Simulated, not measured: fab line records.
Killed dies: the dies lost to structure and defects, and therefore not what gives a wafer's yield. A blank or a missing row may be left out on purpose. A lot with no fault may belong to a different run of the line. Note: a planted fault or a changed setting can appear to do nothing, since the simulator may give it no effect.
Split-lot study :: flow n5_finfet :: 21 wafers read across 7 lots, on a route 1938 steps long

ABOUT THE SPLIT
At N5_BEOL_M3_ALD_98 (deposits SiO2, target thk 2.5 nm, pulse time 1 s, co reactant pulse time 1 s), the setting ald_cycles was moved away from the recipe's 17 on 7 of the 21 wafers read, by -5.9% to +17.6%. This setting was run at the recipe's value on the other wafers.

The reading is taken at the split's own step.

THE READING
SiO2_of_BEOL_M3_ALD_98.thk_nm (the simulator's own value, which no gauge read), in nm, at N5_BEOL_M3_ALD_98 (deposits SiO2, target thk 2.5 nm, pulse time 1 s, co reactant pulse time 1 s). The file does not state a usual value for it. Here, 14 wafers ran the recipe; their average is 2.5 nm with a standard deviation of 0.099 nm.

wafer: L078.2
tool, chamber at the split: ald_sin-04, 1
ald_cycles as run: 18
against the recipe: +5.9%
SiO2_of_BEOL_M3_ALD_98.thk_nm, nm: 2.6
against lot-mates on the recipe: +0.0

wafer: L078.5
tool, chamber at the split: ald_sin-04, 1
ald_cycles as run: 18
against the recipe: +5.9%
SiO2_of_BEOL_M3_ALD_98.thk_nm, nm: 2.6
against lot-mates on the recipe: +0.0

wafer: L078.3
tool, chamber at the split: ald_sin-04, 3
ald_cycles as run: 17
against the recipe: recipe
SiO2_of_BEOL_M3_ALD_98.thk_nm, nm: 2.6
against lot-mates on the recipe: -

wafer: L081.1
tool, chamber at the split: ald_sin-01, 1,3
ald_cycles as run: 17
against the recipe: recipe
SiO2_of_BEOL_M3_ALD_98.thk_nm, nm: 2.6
against lot-mates on the recipe: -

wafer: L081.2
tool, chamber at the split: ald_sin-01, 1,3
ald_cycles as run: 17
against the recipe: recipe
SiO2_of_BEOL_M3_ALD_98.thk_nm, nm: 2.6
against lot-mates on the recipe: -

wafer: L081.4
tool, chamber at the split: ald_sin-01, 1
ald_cycles as run: 16
against the recipe: -5.9%
SiO2_of_BEOL_M3_ALD_98.thk_nm, nm: 2.4
against lot-mates on the recipe: -0.2

wafer: L084.1
tool, chamber at the split: ald_sin-02, 3,2
ald_cycles as run: 17
against the recipe: recipe
SiO2_of_BEOL_M3_ALD_98.thk_nm, nm: 2.4
against lot-mates on the recipe: -

wafer: L084.6
tool, chamber at the split: ald_sin-02, 3,2
ald_cycles as run: 17
against the recipe: recipe
SiO2_of_BEOL_M3_ALD_98.thk_nm, nm: 2.4
against lot-mates on the recipe: -

wafer: L084.3
tool, chamber at the split: ald_sin-02, 2
ald_cycles as run: 18
against the recipe: +5.9%
SiO2_of_BEOL_M3_ALD_98.thk_nm, nm: 2.6
against lot-mates on the recipe: +0.2

wafer: L087.1
tool, chamber at the split: ald_sin-02, 3,2,0
ald_cycles as run: 17
against the recipe: recipe
SiO2_of_BEOL_M3_ALD_98.thk_nm, nm: 2.6
against lot-mates on the recipe: -

wafer: L087.3
tool, chamber at the split: ald_sin-02, 3,2,0
ald_cycles as run: 17
against the recipe: recipe
SiO2_of_BEOL_M3_ALD_98.thk_nm, nm: 2.6
against lot-mates on the recipe: -

wafer: L087.4
tool, chamber at the split: ald_sin-02, 3,2,0
ald_cycles as run: 17
against the recipe: recipe
SiO2_of_BEOL_M3_ALD_98.thk_nm, nm: 2.6
against lot-mates on the recipe: -

wafer: L090.1
tool, chamber at the split: ald_sin-01, 2,0
ald_cycles as run: 17
against the recipe: recipe
SiO2_of_BEOL_M3_ALD_98.thk_nm, nm: 2.4
against lot-mates on the recipe: -

wafer: L090.3
tool, chamber at the split: ald_sin-01, 2,0
ald_cycles as run: 17
against the recipe: recipe
SiO2_of_BEOL_M3_ALD_98.thk_nm, nm: 2.4
against lot-mates on the recipe: -

wafer: L090.5
tool, chamber at the split: ald_sin-01, 1
ald_cycles as run: 18
against the recipe: +5.9%
SiO2_of_BEOL_M3_ALD_98.thk_nm, nm: 2.6
against lot-mates on the recipe: +0.2

wafer: L089.1
tool, chamber at the split: ald_sin-02, 0,1
ald_cycles as run: 20
against the recipe: +17.6%
SiO2_of_BEOL_M3_ALD_98.thk_nm, nm: 3
against lot-mates on the recipe: +0.6

wafer: L089.3
tool, chamber at the split: ald_sin-02, 0,1
ald_cycles as run: 20
against the recipe: +17.6%
SiO2_of_BEOL_M3_ALD_98.thk_nm, nm: 3
against lot-mates on the recipe: +0.6

wafer: L089.2
tool, chamber at the split: ald_sin-02, 3
ald_cycles as run: 17
against the recipe: recipe
SiO2_of_BEOL_M3_ALD_98.thk_nm, nm: 2.4
against lot-mates on the recipe: -

wafer: L094.3
tool, chamber at the split: ald_sin-04, 2,1
ald_cycles as run: 17
against the recipe: recipe
SiO2_of_BEOL_M3_ALD_98.thk_nm, nm: 2.6
against lot-mates on the recipe: -

wafer: L094.5
tool, chamber at the split: ald_sin-04, 2,1
ald_cycles as run: 17
against the recipe: recipe
SiO2_of_BEOL_M3_ALD_98.thk_nm, nm: 2.6
against lot-mates on the recipe: -

wafer: L094.6
tool, chamber at the split: ald_sin-04, 0
ald_cycles as run: 17
against the recipe: recipe
SiO2_of_BEOL_M3_ALD_98.thk_nm, nm: 2.4
against lot-mates on the recipe: -
Rows listing several chambers each stand for several wafers; the file does not say which wafer went through which chamber.

THE FIT
A straight line over all 21 wafers: SiO2_of_BEOL_M3_ALD_98.thk_nm changes by +0.0254 nm for each +1% of ald_cycles; r = +0.86; the points scatter about the line by 0.091 nm.
The same after taking each lot's own level away (the mean of its wafers on the recipe; 21 wafers): +0.032 nm for each +1%; r = +0.94; scatter 0.071 nm.
Per that fit: largest ald_cycles move, reading shift of 0.56 nm.
Measured against the standard deviation above, the lots' own levels, which go from 2.40 to 2.60 nm, span 2.0 times it.
So the lot-to-lot level changes the slope: the two fits differ.
Check: +0.518 nm against its lot-mates is what the line predicts for one of the wafers moved furthest among these (+17.6%) when that wafer is left out of the fit. Against them it came out at +0.6 nm.

OTHER SPLITS ON THESE WAFERS
Note: prior to the reading, these wafers also went through further splits. Each is held against what the fit with the lots' levels taken away leaves over:
other split on the same wafers: N5_BEOL_M0_SAQP_DESCUM_45 time_s
wafers away from the commonest value: 11
r with SiO2_of_BEOL_M3_ALD_98.thk_nm (lot level and that fit taken away): -0.26

other split on the same wafers: N5_BEOL_M3_EXPOSE_25 dose_mj
wafers away from the commonest value: 5
r with SiO2_of_BEOL_M3_ALD_98.thk_nm (lot level and that fit taken away): +0.11

FILE'S OWN FIT
SiO2_of_BEOL_M3_ALD_98.thk_nm changes by +0.0314 nm for each +1% of ald_cycles, r = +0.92.
